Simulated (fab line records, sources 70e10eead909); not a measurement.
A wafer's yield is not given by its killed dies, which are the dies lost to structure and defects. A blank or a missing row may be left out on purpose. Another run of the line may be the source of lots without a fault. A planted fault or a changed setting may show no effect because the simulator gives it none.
fab line records	flow nandHarc
record: lots: 6	wafers: 18	lastDay: 33
route steps=1302 shown P_BONDPAD@366 A_START@389 A_ZERO_WELL@390 END@1302
lots with no fault: from the same line, run without faults
startH: hours from the record's first day to the start of the lot's first wafer shown	waitH: hours since the lot's step before	" repeats the value in the row above	L1.1+2: a row that stands for several wafers	- no value, or no start was given	* or withheld: withheld	< > ~ a bound
route shown NAME@n: NAME is a module with steps in the file, n the number in the route of the first one	usual: mean and standard deviation over wafers with no fault	same: alike in all rows	chamber/n: place in a boat	sites: readings site by site	_std_site: the values' standard deviation	_edge_site: inner sites' mean taken away from outer sites' mean	radiusMm: for every site, how far away it sits from the centre of the wafer	mask NAME#n: copy n	behind: the tool/chamber that last shaped the wafer	hold: reason for holding the lot/hours on hold/outcome of the hold	device: the transistor (n, p or np) that didn't switch	end of line: the tests these same wafers got at the end of their route	a step without rows: its recipe alone	killed: at the first sort, the dies lost to defects and structure; wafer yield is something else	map: dies across one wafer; x = killed, . = not, _ = none there
set.NAME: the run value of the setting; set.NAME@STEP: its run value at that earlier step	model.NAME: the simulator's own value behind a step, which no gauge read
lots at selected steps of the route; one table per step, one row per wafer
services: a tool's chamber out of use, with start hour (startH, from the record's first day; less than 0 if before it), hours out, and reason
== steps ==
step: NHARC_P_BONDPAD_HARDBAKE_10
recipe: tempC: 118	timeS: 65
step: NHARC_P_BONDPAD_DESCUM_11
recipe: timeS: 3	o2FlowSccm: 200	arFlowSccm: 0	biasPowerW: 0	chemistry: O2
step: NHARC_P_BONDPAD_ETCH_37
recipe: targetDepthA: 600	overetchA: 180	timeS: 65.91	ionEnergyEv: 200	n2FlowSccm: 150	h2FlowSccm: 150	arFlowSccm: 0	rfW: 400	biasW: 150	chemistry: N2/H2
usual: drypumpMotorCurrentA: 5.6/0.56	n2FlowSccm: 150.0/0.43	oesProductAu: 1.003/0.012	rfVppV: 431.1/2.5	showerheadPlenumPTorr: 2.06/0.086	throttleValvePct: 14.171/0.0092
lot.wafer	tool	chamber	startH	waitH	drypumpMotorCurrentA	n2FlowSccm	oesProductAu	rfHoursCounterH	rfVppV	showerheadPlenumPTorr	throttleValvePct
L839.3	rieDiel-10	0	173.54	0.1	4.9	149.9	0.999	6.2	429.7	2.03	14.154
L839.1	"	2	"	"	6.1	149.4	1.012	6.7	429.3	2.05	14.175
L839.5	"	3	"	"	5.0	151.2	1.005	-	433.5	2.14	14.165
L844.3	rieDiel-10	0	232.09	0.1	4.9	149.6	1.000	8.8	431.1	2.03	14.164
L844.6	"	0	"	"	4.9	150.0	0.993	-	430.2	2.03	14.165
L844.5	"	1	"	"	5.7	149.9	1.023	-	432.6	2.13	14.182
L845.1	rieDiel-01	3	235.37	0.1	5.9	150.5	1.019	1.0	427.5	1.92	14.172
L845.4	"	0	"	"	6.2	149.9	1.009	1.4	434.3	2.15	14.179
L845.5	"	2	"	"	5.9	150.6	1.006	-	426.3	1.98	14.166
L856.4	rieDiel-10	0	351.55	0.1	4.9	149.4	1.014	6.3	429.1	2.02	14.171
L856.1	"	3	"	"	5.0	149.9	1.023	5.5	434.3	2.13	14.164
L856.5	"	0	"	"	5.0	150.3	1.013	-	429.5	2.02	14.162
L857.3	rieDiel-10	3	356.00	0.1	5.0	149.6	1.010	5.6	433.3	2.13	14.160
L857.5	"	3	"	"	5.0	150.1	1.010	-	434.2	2.13	14.175
L857.6	"	0	"	"	4.9	150.6	1.008	-	430.1	2.02	14.186
L858.2	rieDiel-02	3	357.18	0.1	6.2	149.2	1.004	3.8	426.7	1.90	14.184
L858.3	"	1	"	"	6.6	149.3	0.984	3.9	432.6	2.10	14.175
L858.1	"	2	"	"	5.0	150.2	0.995	4.1	428.6	2.00	14.165
step: NHARC_P_BONDPAD_ETCH_12
recipe: targetDepthA: 2000	timeS: 100	chf3FlowSccm: 50	o2FlowSccm: 10	arFlowSccm: 200	rfW: 500	biasW: 200	chemistry: CHF3/O2
step: NHARC_P_BONDPAD_CD_MEAS_13
usual: cdNm: 498.7/2.2
lot.wafer	tool	chamber	startH	waitH	cdNm
L839.1	cdSem-01	-	173.76	-	496.3
L839.3	"	-	"	"	502.4
L839.5	"	-	"	"	501.7
L844.3	cdSem-01	-	232.33	-	497.5
L844.5	"	-	"	"	498.8
L844.6	"	-	"	"	495.0
L845.1	cdSem-01	-	235.58	-	500.6
L845.4	"	-	"	"	495.1
L845.5	"	-	"	"	493.3
L856.1	cdSem-01	-	351.77	-	498.5
L856.4	"	-	"	"	499.7
L856.5	"	-	"	"	500.8
L857.3	cdSem-01	-	356.24	-	496.9
L857.5	"	-	"	"	497.5
L857.6	"	-	"	"	497.3
L858.1	cdSem-03	-	357.44	-	497.7
L858.2	"	-	"	"	501.1
L858.3	"	-	"	"	498.9
step: NHARC_P_BONDPAD_STRIP_15
recipe: o2FlowSccm: 500	arFlowSccm: 0	biasW: 0	chemistry: O2
step: NHARC_P_BONDPAD_ETCH_24
recipe: targetDepthA: 300	overEtchFrac: 0.3	timeS: 72.99	ionEnergyEv: 150	cf4FlowSccm: 50	n2FlowSccm: 100	arFlowSccm: 150	rfW: 300	biasW: 100	chemistry: CF4/N2
usual: cf4FlowSccm: 49.95/0.15	drypumpMotorCurrentA: 5.7/0.56	n2FlowSccm: 100.0/0.32	oesProductAu: 1.003/0.015	rfVppV: 313.9/2.1	showerheadPlenumPTorr: 2.61/0.12	throttleValvePct: 19.794/0.0085
lot.wafer	tool	chamber	startH	waitH	cf4FlowSccm	drypumpMotorCurrentA	n2FlowSccm	oesProductAu	rfHoursCounterH	rfVppV	showerheadPlenumPTorr	throttleValvePct
L839.3	rieDiel-01	2	-	-	50.04	5.9	100.4	0.995	8.5	314.2	2.56	19.795
L839.1	"	3	"	"	50.13	5.9	99.1	1.029	9.8	310.1	2.48	19.796
L839.5	"	3	"	"	49.92	5.9	99.6	1.032	-	311.9	2.48	19.791
L844.3	rieDiel-01	2	-	-	49.95	5.9	100.3	1.003	1.0	314.2	2.56	19.795
L844.5	"	3	"	"	49.99	5.9	99.9	1.031	-	310.9	2.48	19.785
L844.6	"	0	"	"	49.76	6.2	99.7	0.997	-	316.7	2.76	19.800
L845.1	rieDiel-02	1	-	-	49.76	6.7	99.7	0.990	0.4	316.7	2.70	19.791
L845.4	"	3	"	"	49.79	6.2	100.5	0.997	0.6	311.0	2.46	19.792
L845.5	"	2	"	"	49.94	4.9	99.9	1.001	-	312.8	2.57	19.813
L856.4	rieDiel-01	2	-	-	49.94	5.9	100.9	0.986	5.8	313.0	2.56	19.793
L856.1	"	0	"	"	49.88	6.2	99.5	1.024	5.7	316.6	2.76	19.784
L856.5	"	1	"	"	50.04	5.2	99.4	1.026	-	315.8	2.81	19.787
L857.3	rieDiel-02	1	-	-	50.40	6.7	99.6	1.003	3.9	314.9	2.70	19.803
L857.6	"	3	"	"	50.10	6.2	99.8	1.007	-	310.6	2.45	19.791
L857.5	"	1	"	"	50.11	6.6	99.9	0.996	-	315.5	2.70	19.786
L858.1	rieDiel-01	2	-	-	49.82	5.9	100.4	0.990	5.8	312.8	2.56	19.816
L858.3	"	3	"	"	49.96	5.9	100.0	1.011	5.4	311.9	2.48	19.815
L858.2	"	0	"	"	50.06	6.2	100.4	1.013	5.8	316.1	2.76	19.794
step: NHARC_P_BONDPAD_STRIP_16
recipe: timeS: 600	tempC: 30	chemistry: postEtchResidueRemover
step: NHARC_P_BONDPAD_DEGAS_25
recipe: tempC: 300	timeS: 60
usual: heaterPowerW: 482/48	susceptorTempC: 299.99/0.18
lot.wafer	tool	chamber	startH	waitH	heaterPowerW	susceptorTempC
L839.1	pvdSputter-02	-	174.38	-	543	300.14
L839.3	"	-	"	"	461	299.84
L839.5	"	-	"	"	555	299.72
L844.3	pvdSputter-02	-	232.95	-	427	300.22
L844.5	"	-	"	"	463	299.88
L844.6	"	-	"	"	423	300.30
L845.1	pvdSputter-03	-	236.21	-	435	300.13
L845.4	"	-	"	"	415	300.00
L845.5	"	-	"	"	426	299.99
L856.1	pvdSputter-02	-	352.41	-	419	299.83
L856.4	"	-	"	"	526	300.07
L856.5	"	-	"	"	480	300.34
L857.3	pvdSputter-01	-	356.89	-	527	300.23
L857.5	"	-	"	"	432	300.16
L857.6	"	-	"	"	488	300.48
L858.1	pvdSputter-02	-	358.06	-	511	299.79
L858.3	"	-	"	"	461	300.05
L858.2	"	-	"	"	414	300.12
step: NHARC_P_BONDPAD_PRE_CLEAN_26
recipe: timeS: 30	tempC: 280	gas: H2/He
step: NHARC_P_BONDPAD_PVD_17
recipe: targetThkA: 50	biasV: 168.6	powerW: 15000	chamberPressurePa: 0.12	timeS: 8.06	substrateTempC: 50	material: TaN
step: NHARC_P_BONDPAD_PVD_27
recipe: targetThkA: 300	chamberPressurePa: 5	powerW: 5000	substrateTempC: 30	timeS: 20.49	material: Cu
step: NHARC_P_BONDPAD_ECD_18
recipe: targetThkA: 4000	bathTempC: 25	material: Cu
lot.wafer	tool	chamber	startH	waitH
L839.1+3+5	ecdCu-02	0,1,0	174.74	-
L844.3+5+6	ecdCu-02	1,1,0	233.43	-
L845.1+4+5	ecdCu-01	1,1,0	236.62	-
L856.1+4+5	ecdCu-01	0,1,1	352.76	-
L857.3+6+5	ecdCu-02	1,0,1	357.38	-
L858.1+2+3	ecdCu-02	0,1,1	358.42	-
step: NHARC_P_BONDPAD_ANNEAL_28
recipe: tempC: 225	timeS: 90
step: NHARC_P_BONDPAD_CMP_19
recipe: tOverpolishS: 30	cuRecessTouchS: 16	targetThkNm: 160.81
step: NHARC_P_BONDPAD_SRD_21
recipe: timeS: 30	tempC: 23	dryTimeS: 20	spinRpm: 1500
step: NHARC_P_BONDPAD_INSPECT_23
usual: rawDefectCount: 322/110
lot.wafer	tool	chamber	startH	waitH	rawDefectCount
L839.1	defectInspect-02	-	176.02	0.0	228
L839.3	"	-	"	"	298
L839.5	"	-	"	"	263
L844.3	defectInspect-01	-	234.62	0.0	310
L844.5	"	-	"	"	287
L844.6	"	-	"	"	482
L845.1	defectInspect-01	-	237.84	0.0	230
L845.4	"	-	"	"	249
L845.5	"	-	"	"	206
L856.1	defectInspect-02	-	354.02	0.0	540
L856.4	"	-	"	"	268
L856.5	"	-	"	"	458
L857.3	defectInspect-01	-	358.50	0.0	228
L857.5	"	-	"	"	168
L857.6	"	-	"	"	240
L858.1	defectInspect-02	-	359.67	0.0	308
L858.2	"	-	"	"	230
L858.3	"	-	"	"	382
step: NHARC_P_BONDPAD_ACTIVATE_29
recipe: timeS: 60	n2FlowSccm: 200	arFlowSccm: 0	biasPowerW: 0	chemistry: N2
step: NHARC_P_BONDPAD_PRECLEAN_30
recipe: timeS: 300	tempC: 23	chemistry: DIW
step: NHARC_P_BONDPAD_SRD_31
recipe: timeS: 30	tempC: 23	dryTimeS: 20	spinRpm: 1500
step: NHARC_A_START_INSPECT_01
usual: rawDefectCount: 3.3/1.8
lot.wafer	tool	chamber	startH	waitH	rawDefectCount
L839.1	defectInspect-01	-	176.58	-	3
L839.3	"	-	"	"	1
L839.5	"	-	"	"	4
L844.3	defectInspect-02	-	235.09	-	5
L844.5	"	-	"	"	5
L844.6	"	-	"	"	1
L845.1	defectInspect-01	-	238.30	-	1
L845.4	"	-	"	"	3
L845.5	"	-	"	"	4
L856.1	defectInspect-02	-	354.49	-	3
L856.4	"	-	"	"	4
L856.5	"	-	"	"	1
L857.3	defectInspect-01	-	359.00	-	1
L857.5	"	-	"	"	1
L858.2	defectInspect-01	-	360.15	-	2
L858.3	"	-	"	"	2
step: NHARC_A_ZERO_WELL_PRECLEAN_00
recipe: timeS: 600	tempC: 120	chemistry: SPM
step: NHARC_A_ZERO_WELL_SRD_01
step: NHARC_A_ZERO_WELL_DEHYDRATE_02
recipe: tempC: 150	timeS: 120
step: NHARC_A_ZERO_WELL_HMDS_03
recipe: timeS: 30
step: NHARC_A_ZERO_WELL_COAT_18
recipe: tempC: 200	timeS: 65
step: NHARC_A_ZERO_WELL_COAT_04
recipe: spinRpm: 2000	resistThkNm: 600
step: NHARC_A_ZERO_WELL_SOFTBAKE_05
recipe: tempC: 125	timeS: 70
step: NHARC_A_ZERO_WELL_EBR_06
step: NHARC_A_ZERO_WELL_EXPOSE_07
recipe: na: 0.55	doseMj: 33.85	maskId: A_ZERO
step: NHARC_A_ZERO_WELL_PEB_08
recipe: pebTempC: 128	pebTimeS: 80
step: NHARC_A_ZERO_WELL_DEVELOP_09
recipe: timeS: 50	devTempC: 22
step: NHARC_A_ZERO_WELL_CD_MEAS_10
recipe: targetCdNm: 2000	landingEnergyEv: 500
usual: cdNm: 2000.4/2.3
lot.wafer	tool	chamber	startH	waitH	cdNm
L839.1	cdSem-01	0	177.42	-	1998.2
L839.3	"	0	"	"	1998.0
L839.5	"	0	"	"	1998.9
L844.3	cdSem-03	0	235.94	-	2001.0
L844.5	"	0	"	"	1997.3
L844.6	"	0	"	"	2001.0
L845.1	cdSem-01	0	239.14	-	1999.4
L845.4	"	0	"	"	2002.2
L845.5	"	0	"	"	2003.9
L856.1	cdSem-01	0	355.34	-	1997.6
L856.4	"	0	"	"	1996.1
L856.5	"	0	"	"	1999.9
L857.3	cdSem-03	0	359.84	-	2003.0
L857.5	"	0	"	"	2001.9
L858.2	cdSem-01	0	360.99	-	1999.2
L858.3	"	0	"	"	1996.9
step: NHARC_A_ZERO_WELL_HARDBAKE_11
recipe: tempC: 118	timeS: 65
step: NHARC_A_ZERO_WELL_DESCUM_12
recipe: timeS: 3	o2FlowSccm: 200	arFlowSccm: 0	biasPowerW: 0	chemistry: O2
step: NHARC_A_ZERO_WELL_ETCH_19
recipe: targetDepthA: 800	overetchA: 240	timeS: 87.88	ionEnergyEv: 200	n2FlowSccm: 150	h2FlowSccm: 150	arFlowSccm: 0	rfW: 400	biasW: 150	chemistry: N2/H2
usual: drypumpMotorCurrentA: 5.7/0.32	n2FlowSccm: 150.0/0.41	oesProductAu: 0.995/0.013	rfVppV: 429.2/2	showerheadPlenumPTorr: 1.99/0.065	throttleValvePct: 14.170/0.0087
lot.wafer	tool	chamber	startH	waitH	drypumpMotorCurrentA	n2FlowSccm	oesProductAu	rfHoursCounterH	rfVppV	showerheadPlenumPTorr	throttleValvePct
L839.1	rieDiel-06	2	177.66	0.1	5.4	150.3	0.999	0	430.9	2.08	14.171
L839.3	"	3	"	"	5.4	149.7	1.009	0	427.7	1.94	14.159
L839.5	"	3	"	"	5.4	150.8	1.005	-	426.7	1.94	14.165
L844.3	rieDiel-06	1	236.19	0.1	5.4	150.1	0.998	2	427.6	1.92	14.165
L844.6	"	2	"	"	5.4	149.2	0.992	-	432.6	2.08	14.180
L844.5	"	3	"	"	5.4	150.0	1.009	-	428.2	1.94	14.174
L845.1	rieDiel-05	0	239.42	0.1	5.4	150.2	0.986	0	430.0	2.01	14.162
L845.4	"	1	"	"	6.0	150.5	1.014	-	427.2	1.93	14.172
L845.5	"	2	"	"	6.1	149.8	1.004	-	429.7	2.04	14.170
L856.4	rieDiel-06	3	355.58	0.1	5.4	149.6	0.984	1	426.7	1.94	14.173
L856.1	"	0	"	"	5.9	149.9	0.987	1	428.5	1.98	14.178
L856.5	"	0	"	"	5.8	149.8	0.983	-	428.6	1.98	14.180
L857.3	rieDiel-08	0	360.10	0.1	6.1	150.2	1.011	32	431.7	2.06	14.156
L857.5	"	1	"	"	6.0	150.1	1.008	-	430.4	2.05	14.178
L858.3	rieDiel-06	2	361.24	0.1	5.4	150.2	0.966	1	431.1	2.08	14.161
L858.2	"	0	"	"	5.9	149.9	0.983	1	430.2	1.98	14.171
step: NHARC_A_ZERO_WELL_ETCH_13
recipe: targetDepthA: 1200	timeS: 40.1	hbrFlowSccm: 150	cl2FlowSccm: 50	rfW: 400	icpW: 400	biasW: 100	chemistry: HBr/Cl2
usual: drypumpMotorCurrentA: 6.0/0.32	oesProductAu: 1.001/0.015	throttleValvePct: 26.406/0.0099
lot.wafer	tool	chamber	startH	waitH	drypumpMotorCurrentA	oesProductAu	rfHoursCounterH	throttleValvePct
L839.1	rieSi-02	0	177.79	-	6.0	1.009	0.51	26.390
L839.3	"	1	"	"	5.5	0.972	0.45	26.392
L839.5	"	0	"	"	6.0	1.006	-	26.422
L844.3	rieSi-03	1	236.29	-	5.7	1.004	0.12	26.391
L844.6	"	1	"	"	5.6	1.010	-	26.407
L844.5	"	0	"	"	5.6	0.989	-	26.405
L845.1	rieSi-03	0	239.53	-	5.5	0.990	0.17	26.398
L845.5	"	0	"	"	5.5	0.994	-	26.391
L845.4	"	1	"	"	5.6	0.994	-	26.419
L856.4	rieSi-02	3	355.69	-	6.2	0.978	0.49	26.421
L856.1	"	2	"	"	5.9	1.030	0.56	26.415
L856.5	"	0	"	"	6.0	1.020	-	26.395
L857.3	rieSi-02	0	360.23	-	6.0	1.013	0.45	26.411
L857.5	"	0	"	"	6.0	1.014	-	26.405
L858.2	rieSi-05	1	361.36	-	6.3	1.002	0.32	26.396
L858.3	"	2	"	"	6.5	1.013	0.36	26.425
step: NHARC_A_ZERO_WELL_STRIP_14
recipe: timeS: 900	tempC: 130	chemistry: SPM
step: NHARC_END_SORT_01
recipe: tempC: 25
usual: defectLimitedYield: 91.6/2.8	killedAtArray: 52/19	killedAtOther: 1.0/1.2	killedAtPeriphery: 4.1/2.8	killedDies: 57/19	killedOpen: 3.1/1.7	killedShort: 2.5/1.5	sort_bin_2_pct: 3.0/1.2	sort_bin_3_pct: 0.6/0.36	sort_bin_4_pct: 4.9/1.6	sortNPass: 620/19	sortRimYieldPct: 91/5	sortYieldPct: 91.6/2.8
same: grossDies: 677	sort_bin_5_pct[%]: 0	sort_bin_6_pct[%]: 0	sort_bin_7_pct[%]: 0	sort_bin_8_pct[%]: 0	sortRimNGross: 106.00
lot.wafer	tool	chamber	startH	waitH	defectLimitedYield[%]	killedAtArray	killedAtOther	killedAtPeriphery	killedDies	killedOpen	killedShort	sort_bin_2_pct[%]	sort_bin_3_pct[%]	sort_bin_4_pct[%]	sortNPass	sortRimYieldPct[%]	sortYieldPct[%]
L845.1	prober-02	0	662.07	2.5	89.2	68	2	3	73	6	4	4.9	0.4	5.5	604	91	89.2
L845.4	prober-02	0	664.44	3.4	91.1	54	2	4	60	4	1	2.2	0.3	6.4	617	92	91.1
L845.5	prober-02	0	665.23	3.7	95.4	27	0	4	31	1	1	1.5	0.7	2.4	646	90	95.4
L844.3	prober-01	0	668.31	3.1	95.9	25	0	3	28	6	2	1.0	0.1	3.0	649	92	95.9
L844.5	prober-01	0	669.90	3.7	96.5	20	0	4	24	3	1	0.9	0.4	2.2	653	96	96.5
L844.6	prober-01	0	670.69	4.0	96.5	20	1	3	24	2	2	0.9	0.3	2.4	653	97	96.5
L857.3	prober-02	0	772.87	3.1	89.4	63	1	8	72	3	3	2.8	1.0	6.8	605	85	89.4
L857.5	prober-02	0	774.51	3.8	93.1	37	4	6	47	2	5	1.3	0.7	4.9	630	87	93.1
L857.6	prober-02	0	775.33	4.1	0	56	1	620	677	4	2	93.8	0.1	6.1	0	0	0
L858.1	prober-01	0	785.33	2.5	0	62	0	615	677	2	2	93.6	0.1	6.2	0	0	0
L858.2	prober-01	0	786.13	2.8	89.1	67	0	7	74	0	5	3.4	1.2	6.4	603	96	89.1
L858.3	prober-01	0	786.93	3.1	94.2	30	0	9	39	2	5	2.4	0.4	3.0	638	89	94.2
killed by level:class
L845.1 A_SLIT:chamberFilmFlake=34 A_CHANNEL_HOLE_D1:chamberFilmFlake=10 A_CHANNEL_HOLE_D2:chamberFilmFlake=9 A_M0:geometricParticle:open=3 A_ZERO_WELL:chamberFilmFlake=3 A_CONTACT:chamberFilmFlake=2 THIN_TSV:chamberFilmFlake=2 P_M0:geometricParticle:short=1
L845.4 A_SLIT:chamberFilmFlake=27 A_CHANNEL_HOLE_D2:chamberFilmFlake=12 P_GATE:chamberFilmFlake=4 A_ZERO_WELL:chamberFilmFlake=3 A_CHANNEL_FILL_D1:chamberFilmFlake=3 A_CONTACT:chamberFilmFlake=2 A_ONON_D1:geometricParticle:open=1 A_DECK1_JOINT:geometricParticle:open=1
L845.5 A_SLIT:chamberFilmFlake=13 A_CHANNEL_HOLE_D2:chamberFilmFlake=6 P_GATE:chamberFilmFlake=2 A_CHANNEL_HOLE_D1:chamberFilmFlake=2 P_M0:geometricParticle:open=1 A_ONON_D1:geometricParticle:short=1 P_BONDPAD:chamberFilmFlake=1 A_ZERO_WELL:chamberFilmFlake=1
L844.3 A_STAIRCASE:chamberFilmFlake=5 A_CHANNEL_HOLE_D1:chamberFilmFlake=4 A_CONTACT:chamberFilmFlake=3 A_M0:geometricParticle:open=2 P_CONTACT:geometricParticle:open=1 A_SOURCE_PLATE:geometricParticle:open=1 A_SOURCE_PLATE:geometricParticle:short=1 A_DECK1_JOINT:geometricParticle:open=1
L844.5 A_CHANNEL_HOLE_D1:chamberFilmFlake=7 A_CONTACT:chamberFilmFlake=5 A_CHANNEL_HOLE_D2:chamberFilmFlake=4 P_ZERO_WELL:chamberFilmFlake=2 P_CONTACT:geometricParticle:open=1 A_CHANNEL_HOLE_D1:geometricParticle:open=1 A_DECK1_JOINT:geometricParticle:short=1 A_M0:geometricParticle:open=1
L844.6 A_CONTACT:chamberFilmFlake=4 P_GATE:chamberFilmFlake=3 A_SLIT:chamberFilmFlake=3 A_CHANNEL_HOLE_D1:chamberFilmFlake=2 A_CHANNEL_HOLE_D2:chamberFilmFlake=2 A_STAIRCASE:chamberFilmFlake=2 A_BLC:chamberFilmFlake=2 A_DECK1_JOINT:geometricParticle:short=1
L857.3 A_CHANNEL_HOLE_D2:chamberFilmFlake=32 A_SLIT:chamberFilmFlake=13 A_CONTACT:chamberFilmFlake=6 P_ZERO_WELL:chamberFilmFlake=4 A_STAIRCASE:chamberFilmFlake=3 A_ONON_D1:geometricParticle:short=2 P_M2:chamberFilmFlake=2 P_GATE:geometricParticle:open=1
L857.5 A_CONTACT:chamberFilmFlake=10 A_SLIT:chamberFilmFlake=10 A_CHANNEL_HOLE_D2:chamberFilmFlake=6 THIN_TSV:chamberFilmFlake=4 P_M2:chamberFilmFlake=3 A_STAIRCASE:chamberFilmFlake=3 P_ZERO_WELL:chamberFilmFlake=2 P_GATE:geometricParticle:open=1
L857.6 P_BONDPAD:areaEcd=614 A_SLIT:chamberFilmFlake=21 A_CHANNEL_HOLE_D2:chamberFilmFlake=20 A_STAIRCASE:chamberFilmFlake=4 A_CONTACT:chamberFilmFlake=4 P_M2:chamberFilmFlake=3 P_ZERO_WELL:chamberFilmFlake=2 P_GATE:geometricParticle:short=1
L858.1 P_BONDPAD:areaEcd=609 A_CHANNEL_HOLE_D1:chamberFilmFlake=23 A_CHANNEL_HOLE_D2:chamberFilmFlake=12 A_CONTACT:chamberFilmFlake=10 A_SLIT:chamberFilmFlake=7 A_STAIRCASE:chamberFilmFlake=5 P_STI:chamberFilmFlake=3 P_M1:geometricParticle:open=1
L858.2 A_CHANNEL_HOLE_D2:chamberFilmFlake=22 A_SLIT:chamberFilmFlake=22 A_CHANNEL_HOLE_D1:chamberFilmFlake=6 A_STAIRCASE:chamberFilmFlake=5 P_STI:chamberFilmFlake=4 A_CONTACT:chamberFilmFlake=3 P_CONTACT:geometricParticle:short=2 A_DECK1_JOINT:chamberFilmFlake=2
L858.3 A_SLIT:chamberFilmFlake=9 A_M1:chamberFilmFlake=6 P_STI:chamberFilmFlake=5 A_CHANNEL_HOLE_D2:chamberFilmFlake=4 A_CHANNEL_HOLE_D1:chamberFilmFlake=2 A_CONTACT:chamberFilmFlake=2 P_GATE:geometricParticle:open=1 P_CONTACT:geometricParticle:short=1
map L857.6 (x killed, . not)
____________x____________
_________xxxxxxx_________
_______xxxxxxxxxxx_______
______xxxxxxxxxxxxx______
_____xxxxxxxxxxxxxxx_____
____xxxxxxxxxxxxxxxxx____
____xxxxxxxxxxxxxxxxx____
___xxxxxxxxxxxxxxxxxxx___
___xxxxxxxxxxxxxxxxxxx___
__xxxxxxxxxxxxxxxxxxxxx__
__xxxxxxxxxxxxxxxxxxxxx__
_xxxxxxxxxxxxxxxxxxxxxxx_
_xxxxxxxxxxxxxxxxxxxxxxx_
_xxxxxxxxxxxxxxxxxxxxxxx_
_xxxxxxxxxxxxxxxxxxxxxxx_
_xxxxxxxxxxxxxxxxxxxxxxx_
xxxxxxxxxxxxxxxxxxxxxxxxx
xxxxxxxxxxxxxxxxxxxxxxxxx
xxxxxxxxxxxxxxxxxxxxxxxxx
xxxxxxxxxxxxxxxxxxxxxxxxx
xxxxxxxxxxxxxxxxxxxxxxxxx
_xxxxxxxxxxxxxxxxxxxxxxx_
_xxxxxxxxxxxxxxxxxxxxxxx_
_xxxxxxxxxxxxxxxxxxxxxxx_
_xxxxxxxxxxxxxxxxxxxxxxx_
_xxxxxxxxxxxxxxxxxxxxxxx_
__xxxxxxxxxxxxxxxxxxxxx__
__xxxxxxxxxxxxxxxxxxxxx__
___xxxxxxxxxxxxxxxxxxx___
___xxxxxxxxxxxxxxxxxxx___
____xxxxxxxxxxxxxxxxx____
____xxxxxxxxxxxxxxxxx____
_____xxxxxxxxxxxxxxx_____
______xxxxxxxxxxxxx______
_______xxxxxxxxxxx_______
_________xxxxxxx_________
____________x____________
map L858.1 (x killed, . not)
____________x____________
_________xxxxxxx_________
_______xxxxxxxxxxx_______
______xxxxxxxxxxxxx______
_____xxxxxxxxxxxxxxx_____
____xxxxxxxxxxxxxxxxx____
____xxxxxxxxxxxxxxxxx____
___xxxxxxxxxxxxxxxxxxx___
___xxxxxxxxxxxxxxxxxxx___
__xxxxxxxxxxxxxxxxxxxxx__
__xxxxxxxxxxxxxxxxxxxxx__
_xxxxxxxxxxxxxxxxxxxxxxx_
_xxxxxxxxxxxxxxxxxxxxxxx_
_xxxxxxxxxxxxxxxxxxxxxxx_
_xxxxxxxxxxxxxxxxxxxxxxx_
_xxxxxxxxxxxxxxxxxxxxxxx_
xxxxxxxxxxxxxxxxxxxxxxxxx
xxxxxxxxxxxxxxxxxxxxxxxxx
xxxxxxxxxxxxxxxxxxxxxxxxx
xxxxxxxxxxxxxxxxxxxxxxxxx
xxxxxxxxxxxxxxxxxxxxxxxxx
_xxxxxxxxxxxxxxxxxxxxxxx_
_xxxxxxxxxxxxxxxxxxxxxxx_
_xxxxxxxxxxxxxxxxxxxxxxx_
_xxxxxxxxxxxxxxxxxxxxxxx_
_xxxxxxxxxxxxxxxxxxxxxxx_
__xxxxxxxxxxxxxxxxxxxxx__
__xxxxxxxxxxxxxxxxxxxxx__
___xxxxxxxxxxxxxxxxxxx___
___xxxxxxxxxxxxxxxxxxx___
____xxxxxxxxxxxxxxxxx____
____xxxxxxxxxxxxxxxxx____
_____xxxxxxxxxxxxxxx_____
______xxxxxxxxxxxxx______
_______xxxxxxxxxxx_______
_________xxxxxxx_________
____________x____________
== services ==
tool	chamber	startH	hours	kind
pvdSputter-02	-	150.67	3.3	repair
ecdCu-01	-	161.95	8.0	pm
pvdSputter-02	-	167.45	1.8	repair
rieDiel-02	1	172.77	5.8	repair
rieDiel-01	0	185.15	2.8	repair
rieDiel-10	1	186.43	8.2	repair
rieDiel-02	0	193.02	16.8	repair
rieDiel-01	-	203.80	9.0	pm
rieDiel-10	0	206.15	3.0	repair
rieDiel-02	-	207.39	1.0	repair
rieSi-02	-	215.62	2.8	repair
rieDiel-02	-	216.70	9.0	pm
rieDiel-10	-	242.57	9.0	pm
ecdCu-02	-	244.95	8.0	pm
rieDiel-02	0	255.60	7.1	repair
rieDiel-06	-	276.61	0.3	repair
rieSi-02	-	277.00	9.0	pm
pvdSputter-02	-	282.04	10.0	pm
pvdSputter-02	-	294.27	8.7	repair
rieDiel-01	2	294.55	8.8	repair
rieDiel-01	-	307.05	0.8	repair
rieDiel-06	-	307.20	9.0	pm
rieDiel-10	1	321.33	4.5	repair
rieSi-02	1	357.88	5.1	repair
== key ==
firstSign: step: NHARC_END_SORT_01	reading: killedAtPeriphery	direction: up	sigmas: 99+	usual: 4.1	struck: 617.5
effect: step: NHARC_END_SORT_01	reading: sort_bin_2_pct	direction: up	sigmas: 74	usual: 3.0	struck: 93.7
moreKillsBornAt: NHARC_P_BONDPAD_ECD_18@ecdCu-02: 1223
metAt NHARC_P_BONDPAD_ECD_18
struckWafers L857.6,L858.1
laterRowsLeftOut L857.6,L858.1
onsetBetween 233.43 357.38
fault: kind: processParameterDrift	tool: ecdCu-02	chamber: 0	onsetH: 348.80	steps: NHARC_P_BONDPAD_ECD_18	channel: targetThkA	offset: *	shape: step	endH: 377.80	actsIn: *	stated: *
laterRowsLeftOut: the simulator's readings of these wafers behind a module that went badly wrong aren't trusted and aren't shown, but for the sort
